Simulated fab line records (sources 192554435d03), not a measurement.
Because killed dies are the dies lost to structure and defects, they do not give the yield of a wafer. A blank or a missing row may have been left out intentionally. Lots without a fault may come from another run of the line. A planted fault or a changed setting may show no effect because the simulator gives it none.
fab line records    flow n5-finfet    part 1 of 2: steps 1 to 22 of 30
[record] lots = 5  wafers = 15  last-day = 17
route steps=1938 shown BEOL_M8@1378 BEOL_M9@1401
lots untouched by any fault: they come from a run of this same line in which no faults occurred
start-h: hours from the record's opening day to when the first of the lot's shown wafers began    wait-h: time in hours since the lot's previous step    " identical to the entry in the row above    L1.1+2: a single row standing in for several wafers    - no value, or no start given    * or withheld: withheld    < > ~ a bound
route shown NAME@n: NAME is a module with steps in the file, n the number in the route of the first one    usual: mean/standard deviation of fault-free wafers    same: alike in all rows    chamber/n: place in a boat    sites: per-site readings    _std_site: the values' standard deviation    _edge_site: inner sites' mean taken away from outer sites' mean    radius-mm: how far each site lies from the wafer's centre    mask NAME#n: copy n    behind: the most recent tool/chamber to have shaped the wafer    hold: why the lot was held/for how many hours/how that ended    device: the n, p or np transistor that did not switch    end of line: the route-end tests of the same wafers    step lacking rows: just its recipe    killed: at the first sort, the dies lost to defects and structure; wafer yield is something else    map: a wafer's dies, marking killed ones x, the rest . and places with no die _
set.NAME: the setting that was run; set.NAME@STEP: the one run at that earlier step    model.NAME: the simulator's own value behind a step, which no gauge read
lots at selected steps of the route; one table per step, one row per wafer
services: a tool's chamber out of use, with start hour (start-h, from the record's first day; less than 0 if before it), hours out, and reason
[[steps]]
[step N5_BEOL_M8_ETCH_41]
[recipe] chemistry = CH3F/O2  target = SiCN  target-depth-a = 319  taper-deg = 2  time-s = 57.8  ion-energy-ev = 120  mask-material = TiN  pressure-mtorr = 30  source-w = 395  bias-w = 75  Ar_flow_sccm = 150  CH3F_flow_sccm = 30  O2_flow_sccm = 20
[usual] drypump-motor-current-A = 5.7/0.41  oes-product-au = 0.81/0.081  rf-fwd-power-W = 391.6/1.8  rf-vpp-V = 297.0/1.5  showerhead-plenum-p-Torr = 1.99/0.067  throttle-valve-pct = 16.28/0.22
lot.wafer  tool         chamber  start-h  wait-h  drypump-motor-current-A  oes-product-au  rf-fwd-power-W  rf-hours-counter-h  rf-vpp-V  showerhead-plenum-p-Torr  throttle-valve-pct
L077.2     rie-diel-03  2        -        -       5.8                      0.95            389.3           6                   299.2     2.16                      16.33
L077.4     "            0        "        "       5.2                      0.71            391.9           212                 296.1     1.90                      16.36
L077.5     "            3        "        "       5.8                      0.76            388.8           -                   297.8     2.02                      16.50
L078.2     rie-diel-06  2        -        -       4.9                      0.87            394.2           77                  296.2     2.02                      16.46
L078.3     "            3        "        "       6.0                      0.96            391.8           7                   295.4     1.96                      16.21
L078.6     "            1        "        "       5.7                      0.68            392.0           -                   296.8     1.96                      16.56
L083.1     rie-diel-06  0        -        -       5.7                      0.76            393.1           155                 295.2     1.92                      16.17
L083.2     "            2        "        "       4.9                      0.87            392.3           79                  298.9     2.02                      16.45
L083.4     "            2        "        "       4.9                      0.87            392.5           -                   296.4     2.02                      16.46
L089.2     rie-diel-03  1        -        -       5.9                      0.85            387.6           61                  298.3     2.02                      15.85
L089.4     "            0        "        "       5.2                      0.69            393.0           233                 295.7     1.90                      16.42
L089.6     "            1        "        "       5.8                      0.85            387.7           -                   297.9     2.02                      15.84
L093.1     rie-diel-03  0        -        -       5.2                      0.67            389.7           242                 294.8     1.89                      16.44
L093.4     "            1        "        "       5.8                      0.84            389.0           70                  297.9     2.01                      15.88
L093.5     "            1        "        "       5.8                      0.83            389.8           -                   298.3     2.01                      15.87
[step N5_BEOL_M8_STRIP_80]
[recipe] chemistry = N2/H2  time-s = 10  power-w = 450  temp-c = 40  pressure-mtorr = 20  rf-frequency-hz = 6e+07  bias-power-w = 7  n2-flow-sccm = 200  h2-flow-sccm = 200
[usual] bias-power-w = 7.001/0.021  drypump-motor-current-A = 5.7/0.41  oes-product-au = 0.82/0.081  rf-vpp-V = 59.1/0.84  showerhead-plenum-p-Torr = 2.51/0.085  temp-c = 40.00/0.11  throttle-valve-pct = 23.6/0.33
lot.wafer  tool         chamber  start-h  wait-h  bias-power-w  drypump-motor-current-A  oes-product-au  rf-hours-counter-h  rf-vpp-V  showerhead-plenum-p-Torr  temp-c  throttle-valve-pct
L077.2     rie-diel-03  2        -        -       7.031         5.8                      0.95            6                   59.9      2.71                      39.94   23.7
L077.4     "            0        "        "       7.022         5.2                      0.69            212                 60.3      2.43                      40.07   23.9
L077.5     "            3        "        "       6.993         5.8                      0.78            -                   59.3      2.56                      39.96   23.9
L078.2     rie-diel-06  2        -        -       7.015         4.9                      0.87            77                  59.4      2.57                      40.00   24.0
L078.3     "            3        "        "       7.025         6.0                      0.96            7                   59.4      2.49                      40.10   23.6
L078.6     "            1        "        "       7.013         5.7                      0.67            -                   58.7      2.48                      40.15   23.7
L083.1     rie-diel-06  0        -        -       6.989         5.7                      0.75            155                 57.0      2.42                      40.09   23.2
L083.2     "            2        "        "       6.990         4.9                      0.86            79                  58.2      2.57                      39.76   24.0
L083.4     "            2        "        "       7.013         4.9                      0.86            -                   57.8      2.57                      39.85   24.0
L089.2     rie-diel-03  1        -        -       7.025         5.9                      0.85            61                  59.3      2.57                      40.03   23.1
L089.4     "            0        "        "       7.040         5.2                      0.68            233                 58.8      2.42                      39.94   23.9
L089.6     "            1        "        "       7.008         5.9                      0.84            -                   58.4      2.57                      40.20   23.1
L093.1     rie-diel-03  0        -        -       7.009         5.2                      0.66            242                 59.2      2.41                      40.09   24.0
L093.4     "            1        "        "       6.971         5.9                      0.83            70                  60.4      2.57                      39.76   23.1
L093.5     "            1        "        "       6.984         5.9                      0.83            -                   60.1      2.57                      39.74   23.0
[step N5_BEOL_M8_OCD_MEAS_38]
[usual] trench-depth-nm = 93.7/1.6
lot.wafer  tool    chamber  start-h  wait-h  trench-depth-nm
L077.2     ocd-01  -        252.95   -       92.3
L077.4     "       -        "        "       92.8
L077.5     "       -        "        "       92.3
L078.2     ocd-02  -        282.24   -       95.3
L078.3     "       -        "        "       95.3
L078.6     "       -        "        "       94.3
L083.1     ocd-01  -        285.56   -       94.2
L083.2     "       -        "        "       95.0
L083.4     "       -        "        "       96.0
L089.2     ocd-02  -        315.82   -       93.9
L089.4     "       -        "        "       92.2
L089.6     "       -        "        "       93.0
L093.1     ocd-01  -        339.31   -       93.4
L093.4     "       -        "        "       94.9
L093.5     "       -        "        "       94.7
[step N5_BEOL_M8_HM_STRIP_39]
[recipe] chemistry = peroxide-tin-strip  material = TiN  target-depth-a = 250  temp-c = 50  time-s = 158
[usual] temp-c = 50.00/0.12
lot.wafer  tool          chamber  start-h  wait-h  temp-c
L077.2     wet-bench-05  2        252.98   0.0     50.15
L077.4     "             1        "        "       49.83
L077.5     "             4        "        "       50.16
L078.2     wet-bench-05  7        282.27   0.0     49.99
L078.3     "             3        "        "       50.05
L078.6     "             2        "        "       49.95
L083.1     wet-bench-04  2        285.59   0.0     49.97
L083.2     "             7        "        "       49.92
L083.4     "             4        "        "       49.93
L089.2     wet-bench-04  4        315.85   0.0     49.97
L089.4     "             3        "        "       49.97
L089.6     "             6        "        "       50.19
L093.1     wet-bench-03  5        339.34   0.0     49.97
L093.4     "             1        "        "       50.13
L093.5     "             6        "        "       49.88
[step N5_BEOL_M8_SRD_40]
[recipe] time-s = 30  temp-c = 23  rinse-liquid = diw  dry = ipa-marangoni
[usual] temp-c = 23.00/0.095
lot.wafer  tool          chamber  start-h  wait-h  temp-c
L077.2     wet-bench-05  2        253.03   0.0     23.05
L077.4     "             1        "        "       22.98
L077.5     "             4        "        "       22.92
L078.2     wet-bench-05  7        282.31   0.0     23.02
L078.3     "             3        "        "       22.96
L078.6     "             2        "        "       22.96
L083.1     wet-bench-04  2        285.64   0.0     22.95
L083.2     "             7        "        "       23.24
L083.4     "             4        "        "       22.97
L089.2     wet-bench-04  4        315.89   0.0     22.99
L089.4     "             3        "        "       22.92
L089.6     "             6        "        "       23.04
L093.1     wet-bench-03  5        339.39   0.0     23.01
L093.4     "             1        "        "       23.08
L093.5     "             6        "        "       22.93
[step N5_BEOL_M8_PRECLEAN_42]
[recipe] chemistry = residue-remover  time-s = 60  temp-c = 40
[usual] temp-c = 40.00/0.11
lot.wafer  tool          chamber  start-h  wait-h  temp-c
L077.2     wet-bench-05  2        253.05   0.0     39.93
L077.4     "             1        "        "       40.11
L077.5     "             4        "        "       39.93
L078.2     wet-bench-05  7        282.33   0.0     39.99
L078.3     "             3        "        "       39.81
L078.6     "             2        "        "       40.01
L083.1     wet-bench-04  2        285.65   0.0     39.98
L083.2     "             7        "        "       40.03
L083.4     "             4        "        "       39.98
L089.2     wet-bench-04  4        315.91   0.0     40.02
L089.4     "             3        "        "       39.90
L089.6     "             6        "        "       39.99
L093.1     wet-bench-03  5        339.41   0.0     40.11
L093.4     "             1        "        "       40.04
L093.5     "             6        "        "       39.88
[step N5_BEOL_M8_SRD_43]
[recipe] time-s = 30  temp-c = 23  rinse-liquid = diw  dry = ipa-marangoni
[usual] temp-c = 23.01/0.11
lot.wafer  tool          chamber  start-h  wait-h  temp-c
L077.2     wet-bench-05  2        253.06   0.0     23.00
L077.4     "             1        "        "       23.24
L077.5     "             4        "        "       23.19
L078.2     wet-bench-05  7        282.35   0.0     23.07
L078.3     "             3        "        "       22.99
L078.6     "             2        "        "       23.01
L083.1     wet-bench-04  2        285.67   0.0     22.99
L083.2     "             7        "        "       22.87
L083.4     "             4        "        "       23.09
L089.2     wet-bench-04  4        315.93   0.0     22.87
L089.4     "             3        "        "       22.84
L089.6     "             6        "        "       22.99
L093.1     wet-bench-03  5        339.42   0.0     22.83
L093.4     "             1        "        "       22.95
L093.5     "             6        "        "       23.16
[step N5_BEOL_M8_CD_MEAS_35]
[recipe] target-cd-nm = 40  polarity = opening
[usual] cd-nm = 40.0/0.52
lot.wafer  tool       chamber  start-h  wait-h  cd-nm
L077.2     cd-sem-02  -        253.10   0.0     40.1
L077.4     "          -        "        "       40.1
L077.5     "          -        "        "       39.5
L078.2     cd-sem-02  -        282.39   0.0     40.0
L078.3     "          -        "        "       40.5
L078.6     "          -        "        "       40.6
L083.1     cd-sem-03  -        285.71   0.0     40.3
L083.2     "          -        "        "       40.2
L083.4     "          -        "        "       39.3
L089.2     cd-sem-01  -        315.97   0.0     40.8
L089.4     "          -        "        "       40.0
L089.6     "          -        "        "       41.0
L093.1     cd-sem-03  -        339.46   0.0     39.8
L093.4     "          -        "        "       40.4
L093.5     "          -        "        "       39.8
[step N5_BEOL_M8_CURE_75]
[recipe] temp-c = 370  time-s = 120  ambient = DMADMS/He  material = SiCOH_lowk
[usual] lamp-power-pct = 52.31/0.056  wafer_temp_C_max = 372.0/0.5
lot.wafer  tool        chamber  start-h  wait-h  lamp-power-pct  wafer_temp_C_max
L077.2     uv-cure-03  1        253.55   0.4     52.29           371.5
L077.4     "           1        "        "       52.26           372.9
L077.5     "           1        "        "       52.28           372.0
L078.2     uv-cure-02  2        282.87   0.5     52.34           372.4
L078.3     "           2        "        "       52.34           371.2
L078.6     "           2        "        "       52.40           371.8
L083.1     uv-cure-01  1        285.75   0.0     52.26           371.8
L083.2     "           1        "        "       52.31           371.6
L083.4     "           1        "        "       52.22           371.4
L089.2     uv-cure-01  2        316.06   0.1     52.27           371.9
L089.4     "           2        "        "       52.34           372.0
L089.6     "           2        "        "       52.45           372.3
L093.1     uv-cure-02  2        339.50   0.0     52.37           371.8
L093.4     "           2        "        "       52.40           371.8
L093.5     "           2        "        "       52.24           371.9
[step N5_BEOL_M8_DEGAS_44]
[recipe] ambient = vacuum  temp-c = 250  time-s = 60
[usual] heater-power-w = 334/28
lot.wafer  tool            chamber  start-h  wait-h  heater-power-w
L077.2     pvd-sputter-02  -        253.85   0.2     340
L077.4     "               -        "        "       344
L077.5     "               -        "        "       326
L078.2     pvd-sputter-01  -        283.53   0.6     302
L078.3     "               -        "        "       318
L078.6     "               -        "        "       315
L083.1     pvd-sputter-02  -        288.95   3.1     335
L083.2     "               -        "        "       303
L083.4     "               -        "        "       314
L089.2     pvd-sputter-02  -        316.69   0.6     335
L089.4     "               -        "        "       306
L089.6     "               -        "        "       335
L093.1     pvd-sputter-02  -        339.85   0.3     337
L093.4     "               -        "        "       326
L093.5     "               -        "        "       326
[step N5_BEOL_M8_PRE_CLEAN_45]
[recipe] gas = H2/He  time-s = 30  temp-c = 250
[usual] heater-power-w = 335/28
lot.wafer  tool            chamber  start-h  wait-h  heater-power-w
L077.2     pvd-sputter-02  -        253.89   0.0     329
L077.4     "               -        "        "       334
L077.5     "               -        "        "       329
L078.2     pvd-sputter-01  -        283.57   0.0     309
L078.3     "               -        "        "       322
L078.6     "               -        "        "       308
L083.1     pvd-sputter-02  -        288.99   0.0     323
L083.2     "               -        "        "       302
L083.4     "               -        "        "       321
L089.2     pvd-sputter-02  -        316.73   0.0     340
L089.4     "               -        "        "       303
L089.6     "               -        "        "       332
L093.1     pvd-sputter-02  -        339.89   0.0     335
L093.4     "               -        "        "       330
L093.5     "               -        "        "       328
[step N5_BEOL_M8_ALD_77]
[recipe] material = TaN  target-thk-a = 20  temp-c = 275  ald-precursor-family = PDMAT  ald-co-reactant = NH3  pressure-torr = 3  carrier-flow-sccm = 1500  pulse-time-s = 2  purge-time-s = 3  co-reactant-purge-time-s = 2  co-reactant-pulse-time-s = 3  ald-cycles = 40  precursor-vessel-temp-c = 75  precursor-vessel-pressure-torr = 26.25  precursor-vessel-carrier-sccm = 1000
[usual] heater-power-w = 418/48
lot.wafer  tool          chamber  start-h  wait-h  heater-power-w
L077.2     ald-metal-03  2        253.95   0.0     475
L077.4     "             3        "        "       326
L077.5     "             2        "        "       480
L078.2     ald-metal-03  3        283.64   0.0     336
L078.3     "             0        "        "       420
L078.6     "             1        "        "       493
L083.1     ald-metal-03  1        289.05   0.0     479
L083.2     "             2        "        "       477
L083.4     "             0        "        "       410
L089.2     ald-metal-03  3        316.85   0.1     334
L089.4     "             0        "        "       418
L089.6     "             0        "        "       414
L093.1     ald-metal-03  1        339.96   0.0     484
L093.4     "             2        "        "       479
L093.5     "             1        "        "       487
[step N5_BEOL_M8_SURFACE_TREAT_79]
[recipe] gas = Ar  time-s = *  ion-energy-ev = *  ion-current-ma-cm2 = 0.5  pressure-mtorr = *  ar-flow-sccm = 30
[usual] throttle-valve-pct = *
lot.wafer  tool            chamber  start-h  wait-h  throttle-valve-pct
L077.2     pvd-sputter-02  -        254.40   0.3     *
L077.4     "               -        "        "       *
L077.5     "               -        "        "       *
L078.2     pvd-sputter-01  -        283.97   0.2     *
L078.3     "               -        "        "       *
L078.6     "               -        "        "       *
L083.1     pvd-sputter-02  -        289.43   0.2     *
L083.2     "               -        "        "       *
L083.4     "               -        "        "       *
L089.2     pvd-sputter-02  -        317.41   0.4     *
L089.4     "               -        "        "       *
L089.6     "               -        "        "       *
L093.1     pvd-sputter-01  -        340.24   0.2     *
L093.4     "               -        "        "       *
L093.5     "               -        "        "       *
[step N5_BEOL_M8_CVD_78]
[recipe] material = Co  target-thk-a = 20  temp-c = withheld  precursor = CCTBA/H2  pressure-torr = 30  time-s = 142.3
lot.wafer   tool       chamber  start-h  wait-h
L077.2+4+5  cvd-co-01  1,1,0    254.48   0.1
L078.2+3+6  cvd-co-01  1,2,0    284.05   0.1
L083.1+2+4  cvd-co-02  0,2,1    289.51   0.1
L089.2+4+6  cvd-co-01  2,1,0    317.47   0.0
L093.1+4+5  cvd-co-02  0,0,2    340.36   0.1
[step N5_BEOL_M8_SPUTTER_48]
[recipe] material = Cu  target-thk-a = 100  temp-c = -20  bias-v = 60  power-w = 26000  chamber-pressure-pa = 0.13  time-s = 1.667
[usual] chuck-sensor-temp-C = -15.83/0.28  throttle-valve-pct = 30.2/1.3
lot.wafer  tool            chamber  start-h  wait-h  chuck-sensor-temp-C  throttle-valve-pct
L077.2     pvd-sputter-01  -        256.84   2.3     -16.22               29.6
L077.4     "               -        "        "       -15.74               31.0
L077.5     "               -        "        "       -15.96               28.8
L078.2     pvd-sputter-01  -        284.25   0.2     -15.61               31.1
L078.3     "               -        "        "       -15.65               30.4
L078.6     "               -        "        "       -15.66               31.0
L083.1     pvd-sputter-01  -        289.65   0.1     -15.47               31.3
L083.2     "               -        "        "       -15.51               30.6
L083.4     "               -        "        "       -16.08               28.8
L089.2     pvd-sputter-02  -        317.65   0.1     -15.84               30.8
L089.4     "               -        "        "       -16.02               29.5
L089.6     "               -        "        "       -15.98               30.0
L093.1     pvd-sputter-01  -        340.64   0.2     -15.70               30.9
L093.4     "               -        "        "       -15.49               30.7
L093.5     "               -        "        "       -15.60               31.3
[step N5_BEOL_M8_ECD_50]
[recipe] material = Cu  target-thk-a = 3000
lot.wafer   tool       chamber  start-h  wait-h
L077.2+4+5  ecd-cu-01  1,0,0    256.95   0.1
L078.2+3+6  ecd-cu-01  0,0,1    284.36   0.1
L083.1+2+4  ecd-cu-01  1,0,0    289.77   0.1
L089.2+4+6  ecd-cu-02  0,1,0    317.76   0.1
L093.1+4+5  ecd-cu-02  0,1,0    340.76   0.1
[step N5_BEOL_M8_ANNEAL_51]
[recipe] temp-c = 225  time-s = 90  ambient = N2
[usual] wafer_temp_C_max = 226.3/0.43
lot.wafer  tool           chamber  start-h  wait-h  wafer_temp_C_max
L077.2     rtp-anneal-02  0        257.48   0.5     226.4
L077.4     "              0        "        "       226.1
L077.5     "              0        "        "       226.1
L078.2     rtp-anneal-02  0        284.50   0.1     226.3
L078.3     "              0        "        "       226.2
L078.6     "              0        "        "       226.3
L083.1     rtp-anneal-02  0        289.86   0.1     226.1
L083.2     "              0        "        "       225.9
L083.4     "              0        "        "       225.8
L089.2     rtp-anneal-02  0        318.26   0.5     225.9
L089.4     "              0        "        "       226.3
L089.6     "              0        "        "       226.5
L093.1     rtp-anneal-02  0        341.61   0.8     226.2
L093.4     "              0        "        "       226.1
L093.5     "              0        "        "       225.9
[step N5_BEOL_M8_CMP_52]
[recipe] stop-on = SiCOH_lowk  t-overpolish-s = 6.9  down-force-psi = 1  platen-rpm = 50  clearing-platen-down-force-psi = 1.5  clearing-platen-rpm = 50  post-cmp-clean = cu-alkaline  target-thk-nm = 80  clearing-platen-pad-velocity-m-s = 0.99484  pad-velocity-m-s = 0.99484
[usual] barrier-field-endpoint-s = 28.9/0.86  motor-current-A = 6.0/0.77  overpolish-run-s = 6.899/0.01  slurry-flow-ml-min = 150.1/0.52  time-to-endpoint-s = 62/3.2
lot.wafer  tool    chamber  start-h  wait-h  barrier-field-endpoint-s  motor-current-A  overpolish-run-s  slurry-flow-ml-min  time-to-endpoint-s
L077.2     cmp-01  1        257.81   0.3     30.2                      6.6              6.883             150.4               67
L077.4     "       2        "        "       30.0                      5.5              6.897             150.5               66
L077.5     "       0        "        "       29.8                      7.2              6.909             151.0               64
L078.3     cmp-04  3        284.96   0.4     29.4                      7.2              6.906             149.7               63
L078.2     "       0        "        "       27.3                      4.8              6.889             150.2               56
L078.6     "       0        "        "       27.6                      5.2              6.907             149.9               59
L083.1     cmp-04  1        290.20   0.3     27.8                      6.3              6.894             150.6               57
L083.4     "       2        "        "       30.1                      4.9              6.891             148.5               63
L083.2     "       3        "        "       28.1                      7.5              6.894             149.9               59
L089.2     cmp-04  3        318.51   0.2     27.9                      6.6              6.887             149.8               63
L089.4     "       0        "        "       29.0                      5.0              6.916             150.3               63
L089.6     "       3        "        "       28.9                      7.2              6.891             149.4               64
L093.4     cmp-03  0        342.00   0.2     28.4                      6.9              6.897             149.6               60
L093.1     "       1        "        "       29.4                      7.0              6.910             150.3               63
L093.5     "       3        "        "       30.3                      5.3              6.901             149.9               62
[step N5_BEOL_M8_THK_MEAS_53]
[recipe] thk-meas-gauge = xrf  reads = Cu_of_BEOL_M8_ECD_50
[usual] M8_THK = 79.4/2
lot.wafer  tool           chamber  start-h  wait-h  M8_THK[nm]
L077.2     film-metro-02  -        258.03   -       78.8
L077.4     "              -        "        "       78.7
L077.5     "              -        "        "       77.9
L078.2     film-metro-01  -        285.26   -       78.4
L078.3     "              -        "        "       80.3
L078.6     "              -        "        "       78.4
L083.1     film-metro-02  -        290.45   -       79.8
L083.2     "              -        "        "       81.2
L083.4     "              -        "        "       80.8
L089.2     film-metro-02  -        318.80   -       79.6
L089.4     "              -        "        "       78.0
L089.6     "              -        "        "       80.1
L093.1     film-metro-01  -        342.22   -       78.8
L093.4     "              -        "        "       79.9
L093.5     "              -        "        "       79.5
[step N5_BEOL_M8_PRE_CLEAN_55]
[recipe] gas = NH3  time-s = 15  temp-c = withheld  rf-power-w = 300
[usual] rf-fwd-power-W = 294.9/1.7
lot.wafer  tool      chamber  start-h  wait-h  rf-fwd-power-W
L077.2     pecvd-03  1        258.07   0.0     296.8
L077.4     "         1        "        "       296.0
L077.5     "         2        "        "       295.0
L078.2     pecvd-01  2        285.30   0.0     293.9
L078.3     "         0        "        "       294.6
L078.6     "         0        "        "       293.7
L083.1     pecvd-04  1        290.49   0.0     292.4
L083.2     "         2        "        "       296.2
L083.4     "         0        "        "       297.5
L089.2     pecvd-04  1        318.84   0.0     293.1
L089.4     "         1        "        "       292.1
L089.6     "         2        "        "       293.9
L093.1     pecvd-01  1        342.26   0.0     296.2
L093.4     "         2        "        "       292.4
L093.5     "         0        "        "       295.0
[step N5_BEOL_M8_DEP_56]
[recipe] material = SiCN  target-thk-a = 100  temp-c = withheld  precursor = 3MS/NH3  pressure-torr = 3  rf-w = 202  time-s = 17.5
[usual] rf-fwd-power-W = 199.4/0.87  showerhead-plenum-p-Torr = 3.659/0.017  throttle-valve-pct = 9.0/0.34
lot.wafer  tool      chamber  start-h  wait-h  rf-fwd-power-W  showerhead-plenum-p-Torr  throttle-valve-pct
L077.2     pecvd-03  1        258.09   0.0     199.7           3.678                     9.6
L077.4     "         1        "        "       199.8           3.663                     9.7
L077.5     "         2        "        "       200.8           3.670                     9.0
L078.2     pecvd-01  2        285.32   0.0     199.6           3.656                     8.8
L078.3     "         0        "        "       198.3           3.638                     8.9
L078.6     "         0        "        "       198.7           3.639                     8.9
L083.1     pecvd-04  1        290.52   0.0     198.2           3.644                     8.8
L083.2     "         2        "        "       200.7           3.669                     8.9
L083.4     "         0        "        "       199.2           3.684                     9.4
L089.2     pecvd-04  1        318.86   0.0     197.8           3.646                     8.7
L089.4     "         1        "        "       197.4           3.635                     8.6
L089.6     "         2        "        "       198.9           3.673                     8.8
L093.1     pecvd-01  1        342.28   0.0     199.7           3.639                     9.5
L093.4     "         2        "        "       198.7           3.651                     8.5
L093.5     "         0        "        "       199.3           3.637                     9.1
[step N5_BEOL_M8_RS_MEAS_57]
[recipe] thk-meas-gauge = four-point-probe  reads = Cu_of_BEOL_M8_ECD_50+Co_of_BEOL_M8_CVD_78+TaN_of_BEOL_M8_ALD_77
[usual] M8_RS = 0.286/0.0081
lot.wafer  tool           chamber  start-h  wait-h  M8_RS[ohm/sq]
L077.2     film-metro-02  -        258.16   0.1     0.286
L077.4     "              -        "        "       0.286
L077.5     "              -        "        "       0.289
L078.2     film-metro-01  -        285.39   0.1     0.289
L078.3     "              -        "        "       0.281
L078.6     "              -        "        "       0.289
L083.1     film-metro-01  -        290.59   0.1     0.289
L083.2     "              -        "        "       0.281
L083.4     "              -        "        "       0.281
L089.2     film-metro-02  -        318.93   0.1     0.286
L089.4     "              -        "        "       0.293
L089.6     "              -        "        "       0.283
L093.1     film-metro-01  -        342.35   0.1     0.287
L093.4     "              -        "        "       0.281
L093.5     "              -        "        "       0.283
